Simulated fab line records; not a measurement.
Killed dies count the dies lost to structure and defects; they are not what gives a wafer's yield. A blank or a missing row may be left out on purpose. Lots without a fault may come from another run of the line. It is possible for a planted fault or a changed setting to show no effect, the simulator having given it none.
fab line records ; flow nand-harc
record: lots: 7; wafers: 21; last-day: 31
route steps=1302 shown A_CONTACT@1071 END@1302
lots that met no fault: taken from a fault-free run of the same line
start-h: start of the lot's first displayed wafer, in hours after the record's first day ; wait-h: time in hours since the lot's previous step ; " the same as in the row above ; L1.1+2: a row that stands for several wafers ; - either no value or no given start ; * or withheld: withheld ; < > ~ a bound
route shown NAME@n: NAME is a module with steps in the file, n the number in the route of the first one ; usual: mean and standard deviation over wafers with no fault ; same: alike in all rows ; chamber/n: place in a boat ; sites: readings site by site ; _std_site: standard deviation of those values ; _edge_site: mean of outer sites minus mean of inner sites ; radius-mm: how far each site lies from the wafer's centre ; mask NAME#n: copy n ; behind: the tool/chamber that last shaped the wafer ; hold: why the lot was held/for how many hours/how that ended ; device: names the non-switching transistor (n, p or np) ; end of line: the route-end tests of the same wafers ; a step given without rows: its recipe and nothing more ; killed: dies lost to structure and defects at the first sort, not the wafer's yield ; map: shows each die of a wafer: x if killed, . if not, _ if none is there
set.NAME: the run value of the setting; set.NAME@STEP: its run value at that earlier step ; model.NAME: the simulator's own value behind a step, which no gauge read
certain route steps with their lots: each step a table, each wafer a row
services: from which hour (start-h, from the record's first day; less than 0 if before it) a tool's chamber was out of use, for how many hours, and why
== steps ==
step: NHARC_A_CONTACT_COAT_87
recipe: temp-c: 225; time-s: 65
step: NHARC_A_CONTACT_COAT_02
recipe: spin-rpm: 1500; resist-thk-nm: 90
step: NHARC_A_CONTACT_SOFTBAKE_03
recipe: temp-c: 105; time-s: 55
step: NHARC_A_CONTACT_EBR_04
step: NHARC_A_CONTACT_EXPOSE_05
recipe: na: 1.35; sigma-outer: 0.8; dose-mj: 84.24; mask-id: A_CC
step: NHARC_A_CONTACT_PEB_06
recipe: peb-temp-c: 100; peb-time-s: 65
step: NHARC_A_CONTACT_DEVELOP_07
recipe: develop-time-s: 35; dev-temp-c: 23
step: NHARC_A_CONTACT_CD_MEAS_08
recipe: target-cd-nm: 200; landing-energy-ev: 500
usual: cd-nm: 199.7/0.52
lot.wafer;tool;chamber;start-h;wait-h;cd-nm
L259.3;cd-sem-02;0;526.26;-;199.8
L259.5;cd-sem-02;0;526.26;-;199.6
L259.6;cd-sem-02;0;526.26;-;199.6
L260.1;cd-sem-02;0;529.86;-;200.2
L260.2;cd-sem-02;0;529.86;-;199.9
L260.4;cd-sem-02;0;529.86;-;200.0
L263.3;cd-sem-02;0;563.37;-;200.3
L263.5;cd-sem-02;0;563.37;-;199.8
L263.6;cd-sem-02;0;563.37;-;200.1
L264.1;cd-sem-02;0;566.04;-;200.0
L264.3;cd-sem-02;0;566.04;-;199.9
L264.4;cd-sem-02;0;566.04;-;199.7
L267.2;cd-sem-01;0;612.58;-;200.1
L267.3;cd-sem-01;0;612.58;-;200.2
L267.6;cd-sem-01;0;612.58;-;199.7
L273.1;cd-sem-01;0;664.76;-;200.2
L273.2;cd-sem-01;0;664.76;-;199.4
L273.3;cd-sem-01;0;664.76;-;199.7
L276.4;cd-sem-02;0;684.18;-;199.4
L276.5;cd-sem-02;0;684.18;-;199.0
L276.6;cd-sem-02;0;684.18;-;199.6
step: NHARC_A_CONTACT_OVL_MEAS_09
usual: overlay-x-nm: -0.1/0.87; overlay-y-nm: 0.0/0.9
lot.wafer;tool;chamber;start-h;wait-h;overlay-x-nm;overlay-y-nm
L259.3;overlay-02;-;526.34;-;-0.9;1.0
L259.5;overlay-02;-;526.34;-;-0.6;0.7
L259.6;overlay-02;-;526.34;-;-0.5;1.7
L260.1;overlay-02;-;529.95;-;0.5;-1.5
L260.2;overlay-02;-;529.95;-;0.6;-1.0
L260.4;overlay-02;-;529.95;-;-0.1;-1.2
L263.3;overlay-01;-;563.46;-;-1.7;-1.1
L263.5;overlay-01;-;563.46;-;-1.2;-0.6
L263.6;overlay-01;-;563.46;-;-1.6;-0.8
L264.1;overlay-01;-;566.13;-;0.6;0.8
L264.3;overlay-01;-;566.13;-;0.0;1.0
L264.4;overlay-01;-;566.13;-;0.5;0.4
L267.2;overlay-01;-;612.66;-;1.1;0.2
L267.3;overlay-01;-;612.66;-;0.9;0.1
L267.6;overlay-01;-;612.66;-;0.6;0.5
L273.1;overlay-02;-;664.85;-;-1.2;0.0
L273.2;overlay-02;-;664.85;-;-0.9;-0.1
L273.3;overlay-02;-;664.85;-;-0.6;0.1
L276.4;overlay-01;-;684.26;-;0.1;-0.6
L276.5;overlay-01;-;684.26;-;0.2;-1.5
L276.6;overlay-01;-;684.26;-;0.7;-1.2
step: NHARC_A_CONTACT_INSPECT_10
usual: raw-defect-count: 94/36
lot.wafer;tool;chamber;start-h;wait-h;raw-defect-count
L259.3;defect-inspect-02;-;526.38;0.0;126
L259.5;defect-inspect-02;-;526.38;0.0;106
L259.6;defect-inspect-02;-;526.38;0.0;126
L260.1;defect-inspect-02;-;529.99;0.0;77
L260.2;defect-inspect-02;-;529.99;0.0;69
L260.4;defect-inspect-02;-;529.99;0.0;73
L263.3;defect-inspect-01;-;563.50;0.0;147
L263.5;defect-inspect-01;-;563.50;0.0;158
L263.6;defect-inspect-01;-;563.50;0.0;138
L264.1;defect-inspect-01;-;566.17;0.0;77
L264.3;defect-inspect-01;-;566.17;0.0;67
L264.4;defect-inspect-01;-;566.17;0.0;92
L267.2;defect-inspect-02;-;612.70;0.0;124
L267.3;defect-inspect-02;-;612.70;0.0;132
L267.6;defect-inspect-02;-;612.70;0.0;108
L273.1;defect-inspect-01;-;664.89;0.0;56
L273.2;defect-inspect-01;-;664.89;0.0;48
L273.3;defect-inspect-01;-;664.89;0.0;51
L276.4;defect-inspect-01;-;684.30;0.0;84
L276.5;defect-inspect-01;-;684.30;0.0;103
L276.6;defect-inspect-01;-;684.30;0.0;89
step: NHARC_A_CONTACT_DESCUM_13
recipe: time-s: 3; o2-flow-sccm: 200; ar-flow-sccm: 0; bias-power-w: 0; chemistry: O2
usual: drypump-motor-current-A: 5.8/0.34; oes-product-au: 0.999/0.0098; rf-vpp-V: 57.7/0.87; showerhead-plenum-p-Torr: 1.87/0.051; throttle-valve-pct: 11.310/0.0085
lot.wafer;tool;chamber;start-h;wait-h;drypump-motor-current-A;oes-product-au;rf-hours-counter-h;rf-vpp-V;showerhead-plenum-p-Torr;throttle-valve-pct
L259.3;rie-diel-08;2;526.46;0.1;6.0;0.995;22;57.7;1.88;11.301
L259.5;rie-diel-08;3;526.46;0.1;6.2;1.011;-;56.0;1.84;11.307
L259.6;rie-diel-08;2;526.46;0.1;6.0;0.992;-;57.3;1.88;11.300
L260.2;rie-diel-08;3;530.65;0.7;6.2;1.001;27;57.3;1.84;11.305
L260.1;rie-diel-08;0;530.65;0.7;5.9;1.025;27;59.0;1.86;11.299
L260.4;rie-diel-08;3;530.65;0.7;6.2;1.005;-;58.1;1.84;11.325
L263.3;rie-diel-08;2;563.56;0.1;6.0;0.985;1;57.1;1.87;11.306
L263.5;rie-diel-08;2;563.56;0.1;6.0;0.994;-;57.3;1.87;11.317
L263.6;rie-diel-08;3;563.56;0.1;6.2;0.995;-;57.2;1.84;11.308
L264.3;rie-diel-08;0;566.23;0.1;5.9;1.003;2;58.6;1.86;11.314
L264.1;rie-diel-08;3;566.23;0.1;6.1;1.003;2;59.0;1.84;11.311
L264.4;rie-diel-08;3;566.23;0.1;6.1;1.002;-;57.1;1.84;11.326
L267.3;rie-diel-02;0;612.78;0.1;5.2;0.997;20;56.0;1.91;11.314
L267.2;rie-diel-02;2;612.78;0.1;4.9;0.996;17;56.3;1.88;11.311
L267.6;rie-diel-02;0;612.78;0.1;5.2;0.994;-;58.1;1.91;11.317
L273.1;rie-diel-03;1;664.95;0.1;5.7;0.997;6;59.1;2.06;11.303
L273.3;rie-diel-03;2;664.95;0.1;5.5;0.979;8;58.4;1.89;11.315
L273.2;rie-diel-03;0;664.95;0.1;6.1;0.986;6;58.5;1.90;11.322
L276.4;rie-diel-02;0;684.36;0.1;5.2;1.008;42;57.8;1.90;11.311
L276.6;rie-diel-02;3;684.36;0.1;5.3;1.006;-;57.7;1.83;11.317
L276.5;rie-diel-02;0;684.36;0.1;5.2;1.010;-;58.3;1.90;11.290
step: NHARC_A_CONTACT_ETCH_88
recipe: target-depth-a: 390; over-etch-frac: 0.3; time-s: 65; ion-energy-ev: 80; cf4-flow-sccm: 150; ar-flow-sccm: 0; rf-w: 300; bias-w: 100; chemistry: CF4
usual: drypump-motor-current-A: 5.8/0.35; oes-product-au: 0.999/0.01; over-etch-frac: 0.3/0; rf-vpp-V: 150.8/0.99; showerhead-plenum-p-Torr: 1.73/0.044; throttle-valve-pct: 13.284/0.0089
lot.wafer;tool;chamber;start-h;wait-h;drypump-motor-current-A;oes-product-au;over-etch-frac;rf-hours-counter-h;rf-vpp-V;showerhead-plenum-p-Torr;throttle-valve-pct
L259.3;rie-diel-08;2;526.56;0.1;6.0;0.995;0.3;22;151.2;1.74;13.277
L259.5;rie-diel-08;3;526.56;0.1;6.2;1.004;0.3;-;150.1;1.71;13.282
L259.6;rie-diel-08;2;526.56;0.1;6.0;0.991;0.3;-;151.1;1.74;13.281
L260.2;rie-diel-08;3;530.77;0.1;6.1;1.008;0.3;27;150.3;1.71;13.287
L260.1;rie-diel-08;0;530.77;0.1;5.9;1.018;0.3;27;149.6;1.72;13.286
L260.4;rie-diel-08;2;530.77;0.1;6.0;0.989;0.3;-;151.1;1.74;13.274
L263.3;rie-diel-08;2;563.67;0.1;6.0;0.997;0.3;1;150.8;1.73;13.304
L263.5;rie-diel-08;0;563.67;0.1;5.9;0.991;0.3;-;149.5;1.72;13.274
L263.6;rie-diel-08;2;563.67;0.1;6.0;0.990;0.3;-;150.5;1.73;13.299
L264.3;rie-diel-08;2;566.34;0.1;6.0;0.995;0.3;2;150.2;1.73;13.286
L264.1;rie-diel-08;3;566.34;0.1;6.2;1.001;0.3;2;151.3;1.71;13.285
L264.4;rie-diel-08;2;566.34;0.1;6.1;0.985;0.3;-;152.0;1.73;13.289
L267.2;rie-diel-02;1;612.94;0.1;6.2;0.979;0.3;18;153.6;1.87;13.275
L267.3;rie-diel-02;3;612.94;0.1;5.2;0.999;0.3;20;150.7;1.71;13.289
L267.6;rie-diel-02;1;612.94;0.1;6.2;0.987;0.3;-;151.6;1.87;13.288
L273.3;rie-diel-03;2;665.03;0.1;5.5;0.975;0.3;8;150.2;1.75;13.279
L273.1;rie-diel-03;3;665.03;0.1;5.1;0.993;0.3;8;149.2;1.72;13.281
L273.2;rie-diel-03;1;665.03;0.1;5.8;0.985;0.3;7;151.8;1.89;13.286
L276.4;rie-diel-02;2;684.51;0.1;4.9;1.011;0.3;41;152.0;1.74;13.275
L276.5;rie-diel-02;1;684.51;0.1;6.2;0.994;0.3;-;153.5;1.87;13.286
L276.6;rie-diel-02;2;684.51;0.1;4.9;1.013;0.3;-;150.4;1.74;13.294
step: NHARC_A_CONTACT_ETCH_89
recipe: target-depth-a: 2600; over-etch-frac: 0.3; time-s: 475.3; ion-energy-ev: 200; n2-flow-sccm: 150; h2-flow-sccm: 150; ar-flow-sccm: 0; rf-w: 400; bias-w: 150; chemistry: N2/H2
usual: drypump-motor-current-A: 5.8/0.35; oes-product-au: 0.998/0.011; over-etch-frac: 0.3/0; rf-vpp-V: 429.3/1.7; showerhead-plenum-p-Torr: 1.99/0.055; throttle-valve-pct: 14.170/0.0089
lot.wafer;tool;chamber;start-h;wait-h;drypump-motor-current-A;oes-product-au;over-etch-frac;rf-hours-counter-h;rf-vpp-V;showerhead-plenum-p-Torr;throttle-valve-pct
L259.3;rie-diel-08;0;527.06;-;5.9;1.016;0.3;26;429.2;1.98;14.158
L259.6;rie-diel-08;3;527.06;-;6.2;1.016;0.3;-;428.9;1.96;14.182
L259.5;rie-diel-08;2;527.06;-;6.0;0.987;0.3;-;430.6;2.00;14.161
L260.2;rie-diel-08;2;530.91;-;6.0;0.995;0.52789;25;430.3;2.00;14.174
L260.1;rie-diel-08;3;530.91;-;6.2;1.004;0.52789;27;428.4;1.96;14.172
L260.4;rie-diel-08;2;530.91;-;6.0;0.988;0.52789;-;430.6;2.00;14.173
L263.3;rie-diel-08;3;563.76;-;6.1;0.994;0.52789;1;427.8;1.96;14.167
L263.5;rie-diel-08;3;563.76;-;6.2;1.005;0.52789;-;427.2;1.96;14.157
L263.6;rie-diel-08;2;563.76;-;6.0;0.979;0.52789;-;429.2;2.00;14.171
L264.1;rie-diel-08;3;566.44;-;6.2;1.006;0.52789;2;428.4;1.96;14.174
L264.3;rie-diel-08;2;566.44;-;6.0;1.000;0.52789;2;430.0;2.00;14.165
L264.4;rie-diel-08;3;566.44;-;6.2;0.997;0.52789;-;427.6;1.96;14.175
L267.2;rie-diel-02;0;613.17;-;5.2;0.992;0.3;20;432.7;2.03;14.164
L267.3;rie-diel-02;3;613.17;-;5.2;1.009;0.3;20;429.1;1.96;14.173
L267.6;rie-diel-02;1;613.17;-;6.2;0.982;0.3;-;434.4;2.17;14.168
L273.2;rie-diel-03;2;665.12;-;5.5;0.980;0.3;8;428.1;2.01;14.173
L273.3;rie-diel-03;0;665.12;-;6.1;0.976;0.3;6;429.8;2.02;14.174
L273.1;rie-diel-03;1;665.12;-;5.8;0.984;0.3;7;433.3;2.20;14.163
L276.4;rie-diel-02;1;684.70;-;6.2;0.991;0.3;40;434.0;2.16;14.180
L276.6;rie-diel-02;2;684.70;-;4.9;1.002;0.3;-;428.4;2.00;14.183
L276.5;rie-diel-02;3;684.70;-;5.2;1.008;0.3;-;428.7;1.95;14.178
step: NHARC_A_CONTACT_ETCH_30
recipe: target-depth-a: 726; time-s: 36.3; cf4-flow-sccm: 100; chf3-flow-sccm: 30; ar-flow-sccm: 0; rf-w: 500; bias-w: 200; chemistry: CF4/CHF3
usual: drypump-motor-current-A: 5.8/0.34; oes-product-au: 0.932/0.018; rf-vpp-V: 369.6/1.5; showerhead-plenum-p-Torr: 1.54/0.041; throttle-valve-pct: 16.803/0.0086
lot.wafer;tool;chamber;start-h;wait-h;drypump-motor-current-A;oes-product-au;rf-hours-counter-h;rf-vpp-V;showerhead-plenum-p-Torr;throttle-valve-pct
L259.3;rie-diel-08;2;-;-;6.0;0.936;23;369.7;1.54;16.808
L259.6;rie-diel-08;0;-;-;5.9;0.955;-;368.4;1.53;16.822
L259.5;rie-diel-08;3;-;-;6.2;0.943;-;369.9;1.52;16.811
L260.1;rie-diel-08;0;-;-;5.9;0.951;28;369.3;1.53;16.808
L260.2;rie-diel-08;2;-;-;5.9;0.924;25;369.3;1.54;16.811
L260.4;rie-diel-08;2;-;-;6.0;0.909;-;369.9;1.54;16.794
L263.3;rie-diel-08;0;-;-;5.8;0.927;2;368.7;1.53;16.819
L263.6;rie-diel-08;2;-;-;6.0;0.918;-;369.0;1.54;16.817
L263.5;rie-diel-08;0;-;-;5.9;0.922;-;369.7;1.53;16.800
L264.1;rie-diel-08;3;-;-;6.2;0.950;2;370.3;1.52;16.818
L264.3;rie-diel-08;2;-;-;6.0;0.952;2;370.2;1.54;16.812
L264.4;rie-diel-08;3;-;-;6.1;0.970;-;368.6;1.52;16.799
L267.3;rie-diel-02;0;-;-;5.2;0.926;21;370.5;1.57;16.798
L267.2;rie-diel-02;1;-;-;6.2;0.918;19;372.4;1.67;16.801
L267.6;rie-diel-02;1;-;-;6.2;0.906;-;373.2;1.67;16.801
L273.3;rie-diel-03;1;-;-;5.8;0.954;7;373.6;1.69;16.814
L273.1;rie-diel-03;2;-;-;5.5;0.946;8;370.4;1.55;16.797
L273.2;rie-diel-03;3;-;-;5.1;0.970;8;370.8;1.53;16.803
L276.4;rie-diel-02;2;-;-;4.9;0.928;41;368.9;1.54;16.815
L276.5;rie-diel-02;3;-;-;5.2;0.931;-;368.0;1.51;16.800
L276.6;rie-diel-02;0;-;-;5.2;0.922;-;369.9;1.56;16.798
step: NHARC_END_SORT_01
recipe: temp-c: 25
usual: killed-at-array: 64/18; killed-at-other: 0.8/1.1; killed-at-periphery: 3.8/2.7; killed-dies: 68/18; killed-open: 3.3/1.9; killed-short: 2.3/1.8
same: gross-dies: 677
lot.wafer;tool;chamber;start-h;wait-h;killed-at-array;killed-at-other;killed-at-periphery;killed-dies;killed-open;killed-short
L273.1;prober-02;0;713.22;2.5;50;0;2;52;2;0
L273.2;prober-02;0;714.02;2.8;42;0;4;46;3;1
L273.3;prober-02;0;714.83;3.1;47;2;3;52;4;1
killed by level:class
L273.1 A_CHANNEL_HOLE_D2:chamber-film-flake=24 A_CHANNEL_HOLE_D1:chamber-film-flake=11 A_SLIT:chamber-film-flake=7 P_GATE:chamber-film-flake=2 A_CHANNEL_FILL_D1:chamber-film-flake=2 A_CHANNEL_FILL_D2:chamber-film-flake=2 A_WL_FILL:geometric-particle:open=1 A_M0:geometric-particle:open=1
L273.2 A_CHANNEL_HOLE_D2:chamber-film-flake=20 A_CHANNEL_HOLE_D1:chamber-film-flake=9 A_CONTACT:chamber-film-flake=6 A_CHANNEL_FILL_D1:chamber-film-flake=3 P_GATE:geometric-particle:open=1 P_CONTACT:geometric-particle:open=1 A_CHANNEL_HOLE_D2:geometric-particle:open=1 A_M0:geometric-particle:short=1
L273.3 A_CHANNEL_HOLE_D2:chamber-film-flake=26 A_CHANNEL_HOLE_D1:chamber-film-flake=8 A_SLIT:chamber-film-flake=5 A_CHANNEL_HOLE_D2:geometric-particle:open=2 A_CONTACT:chamber-film-flake=2 THIN_TSV:chamber-film-flake=2 P_CONTACT:geometric-particle:open=1 P_CONTACT:geometric-particle:short=1
== services ==
tool;chamber;start-h;hours;kind
rie-diel-02;-;504.80;1.1;repair
rie-diel-08;1;515.47;58.7;repair
rie-diel-08;0;524.03;-;clean
rie-diel-08;2;524.03;-;clean
rie-diel-08;3;524.03;-;clean
rie-diel-08;-;544.80;9.0;pm
rie-diel-08;0;544.80;9.0;vent-cycle
rie-diel-08;2;544.80;9.0;vent-cycle
rie-diel-08;3;544.80;9.0;vent-cycle
rie-diel-03;3;547.96;7.7;repair
rie-diel-08;0;553.80;-;clean
rie-diel-08;2;553.80;-;clean
rie-diel-08;3;553.80;-;clean
rie-diel-02;-;571.39;9.0;pm
rie-diel-08;0;578.30;-;clean
rie-diel-08;1;578.30;-;clean
rie-diel-08;2;578.30;-;clean
rie-diel-08;3;578.30;-;clean
rie-diel-08;0;590.40;1.3;repair
rie-diel-08;0;602.80;-;clean
rie-diel-03;1;604.28;7.1;repair
rie-diel-03;-;636.16;9.0;pm
rie-diel-02;0;653.45;3.2;repair
rie-diel-02;1;667.45;4.3;repair
== key ==
first-sign: step: NHARC_A_CONTACT_ETCH_89; reading: over-etch-frac; direction: up; sigmas: 99+; usual: 0.3; struck: 0.52789
effect none on later readings
met-at NHARC_A_CONTACT_ETCH_89
struck-wafers L260.1,L260.2,L260.4,L263.3,L263.5,L263.6,L264.1,L264.3,L264.4
rows-end L260.1,L260.2,L260.4,L263.3,L263.5,L263.6
tester-left-out L264
onset-between 527.06 530.91
fault: kind: process-parameter-drift; tool: rie-diel-08; chamber: -; onset-h: 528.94; steps: NHARC_A_CONTACT_ETCH_89; channel: over-etch-frac; offset: 0.22789; shape: step; acts-in: these-recipes-only; stated: 0.3
tester-left-out: of these lots the tester's yield and bins aren't shown, on N5 and GAA mostly nor the transistor test; their killed dies are dies lost to structure and defects alone, not to doping, threshold or leakage, so they don't give the yield
rows-end: these wafers met a further fault down the route, and their rows from its step on are left out
